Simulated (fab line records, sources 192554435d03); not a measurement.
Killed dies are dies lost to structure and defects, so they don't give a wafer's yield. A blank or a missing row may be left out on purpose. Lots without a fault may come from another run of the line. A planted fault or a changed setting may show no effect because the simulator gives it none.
Chamber matching | flow n5_finfet | N5_BEOL_M7_ILD_DEP_00 on pecvd-04: 3 sister chambers
The step deposits SiCOH lowk from DEMS/porogen, target thk 179.75 nm, time 33.4 s. 3 wafers are shown with their chamber, then 9 later ones without.

WAFERS WITH THEIR CHAMBER
wafer  | chamber | throttle_valve_pct (%)
L091.4 | 0       | 14.5
L092.4 | 2       | 13.3
L092.6 | 1       | 13.6

WAFERS WITHOUT THEIR CHAMBER
wafer  | throttle_valve_pct (%)
L095.4 | 13.4
L095.5 | 14.0
L095.6 | 13.1
L097.2 | 13.8
L097.3 | 13.2
L097.6 | 13.1
L096.1 | 13.6
L096.3 | 13.6
L096.5 | 13.5

WHICH CHAMBER EACH WENT THROUGH
wafer  | from the rows above          | in truth
L095.4 | can't be placed: 2 or 1      | 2
L095.5 | can't be placed: 1 or 0 or 2 | 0
L095.6 | can't be placed: 2 or 1      | 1
L097.2 | can't be placed: 1 or 2      | 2
L097.3 | can't be placed: 2 or 1      | 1
L097.6 | can't be placed: 2 or 1      | 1
L096.1 | can't be placed: 1 or 2      | 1
L096.3 | can't be placed: 1 or 2      | 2
L096.5 | can't be placed: 1 or 2      | 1
Placed correctly: 0 of 9. Can't be placed from these rows: 9 (the true chamber is among the candidates in 9). Placed wrongly: 0.
How it was worked out, from the rows above alone: a wafer's distance from a chamber is the root of the sum, over the readings, of the square of ((its reading less the chamber's mean) divided by the reading's scatter). The wafer belongs to the nearest chamber; if the next one is less than 2 further off, it can't be placed. A chamber's mean is the mean of its shown wafers. The scatter: with one shown wafer a chamber, the root of the mean of the squares of how far each hidden wafer lies from its nearest shown one.
